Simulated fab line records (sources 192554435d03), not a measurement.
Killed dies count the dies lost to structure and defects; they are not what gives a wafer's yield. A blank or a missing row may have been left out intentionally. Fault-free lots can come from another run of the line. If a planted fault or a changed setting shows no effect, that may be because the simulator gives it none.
Matching of chambers :: flow n5_finfet :: N5_FIN_SAQP_ETCH_51 on rie_diel-06: 4 sister chambers
The step etches SiARC in CF4, target depth 45.5 nm, time 75.8 s. 14 wafers are shown with their chamber, then 7 later ones without.

== WAFERS WITH THEIR CHAMBER ==
wafer: L077.2
chamber: 1
showerhead_plenum_p_Torr (Torr): 2.13
throttle_valve_pct (%): 15.90
etch_rf_on_time_s (s): 78.8

wafer: L077.4
chamber: 3
showerhead_plenum_p_Torr (Torr): 2.23
throttle_valve_pct (%): 15.80
etch_rf_on_time_s (s): 79.4

wafer: L077.6
chamber: 0
showerhead_plenum_p_Torr (Torr): 2.21
throttle_valve_pct (%): 15.67
etch_rf_on_time_s (s): 73.9

wafer: L079.1
chamber: 3
showerhead_plenum_p_Torr (Torr): 2.23
throttle_valve_pct (%): 15.80
etch_rf_on_time_s (s): 79.0

wafer: L079.3
chamber: 1
showerhead_plenum_p_Torr (Torr): 2.13
throttle_valve_pct (%): 15.90
etch_rf_on_time_s (s): 78.8

wafer: L079.5
chamber: 2
showerhead_plenum_p_Torr (Torr): 2.13
throttle_valve_pct (%): 15.92
etch_rf_on_time_s (s): 74.7

wafer: L080.2
chamber: 3
showerhead_plenum_p_Torr (Torr): 2.23
throttle_valve_pct (%): 15.79
etch_rf_on_time_s (s): 79.1

wafer: L080.3
chamber: 1
showerhead_plenum_p_Torr (Torr): 2.13
throttle_valve_pct (%): 15.90
etch_rf_on_time_s (s): 80.5

wafer: L080.6
chamber: 1
showerhead_plenum_p_Torr (Torr): 2.13
throttle_valve_pct (%): 15.92
etch_rf_on_time_s (s): 79.4

wafer: L081.1
chamber: 1
showerhead_plenum_p_Torr (Torr): 2.13
throttle_valve_pct (%): 15.91
etch_rf_on_time_s (s): 79.0

wafer: L081.4
chamber: 3
showerhead_plenum_p_Torr (Torr): 2.23
throttle_valve_pct (%): 15.81
etch_rf_on_time_s (s): 79.2

wafer: L081.5
chamber: 2
showerhead_plenum_p_Torr (Torr): 2.12
throttle_valve_pct (%): 15.90
etch_rf_on_time_s (s): 75.5

wafer: L086.2
chamber: 3
showerhead_plenum_p_Torr (Torr): 2.22
throttle_valve_pct (%): 15.83
etch_rf_on_time_s (s): 79.0

wafer: L086.4
chamber: 2
showerhead_plenum_p_Torr (Torr): 2.12
throttle_valve_pct (%): 15.94
etch_rf_on_time_s (s): 75.7

SIGNATURES (means of the wafers above)
reading: showerhead_plenum_p_Torr
chamber 0: 2.2100
chamber 1: 2.1300
chamber 2: 2.1233
chamber 3: 2.2280
scatter within a chamber: 0.00383

reading: throttle_valve_pct
chamber 0: 15.6700
chamber 1: 15.9060
chamber 2: 15.9200
chamber 3: 15.8060
scatter within a chamber: 0.0143

reading: etch_rf_on_time_s
chamber 0: 73.900
chamber 1: 79.300
chamber 2: 75.300
chamber 3: 79.140
scatter within a chamber: 0.521
Rule: a wafer's distance from a chamber is the root of the sum, over the readings, of the square of ((its reading less the chamber's mean) divided by the reading's scatter). The wafer belongs to the nearest chamber; if the next one is less than 2 further off, it can't be placed. The scatter is the square root of a quotient: the sum, over the shown wafers, of each reading's squared deviation from its chamber's mean, divided by wafers minus chambers.

== WAFERS WITHOUT THEIR CHAMBER ==
wafer: L086.5
showerhead_plenum_p_Torr (Torr): 2.12
throttle_valve_pct (%): 15.95
etch_rf_on_time_s (s): 75.5

wafer: L087.1
showerhead_plenum_p_Torr (Torr): 2.13
throttle_valve_pct (%): 15.94
etch_rf_on_time_s (s): 79.9

wafer: L087.5
showerhead_plenum_p_Torr (Torr): 2.12
throttle_valve_pct (%): 15.95
etch_rf_on_time_s (s): 76.6

wafer: L087.6
showerhead_plenum_p_Torr (Torr): 2.13
throttle_valve_pct (%): 15.94
etch_rf_on_time_s (s): 78.9

wafer: L096.1
showerhead_plenum_p_Torr (Torr): 2.11
throttle_valve_pct (%): 16.01
etch_rf_on_time_s (s): 76.3

wafer: L096.4
showerhead_plenum_p_Torr (Torr): 2.12
throttle_valve_pct (%): 16.00
etch_rf_on_time_s (s): 79.5

wafer: L096.6
showerhead_plenum_p_Torr (Torr): 2.20
throttle_valve_pct (%): 15.28
etch_rf_on_time_s (s): 73.2

== WHICH CHAMBER EACH WENT THROUGH ==
wafer: L086.5
from the rows above: 2
in truth: 2

wafer: L087.1
from the rows above: 1
in truth: 1

wafer: L087.5
from the rows above: 2
in truth: 2

wafer: L087.6
from the rows above: 1
in truth: 1

wafer: L096.1
from the rows above: 2
in truth: 2

wafer: L096.4
from the rows above: 1
in truth: 1

wafer: L096.6
from the rows above: 0
in truth: 0
Correct placement for 7 of the 7. From these rows, 0 cannot be placed. Wrongly placed: 0.
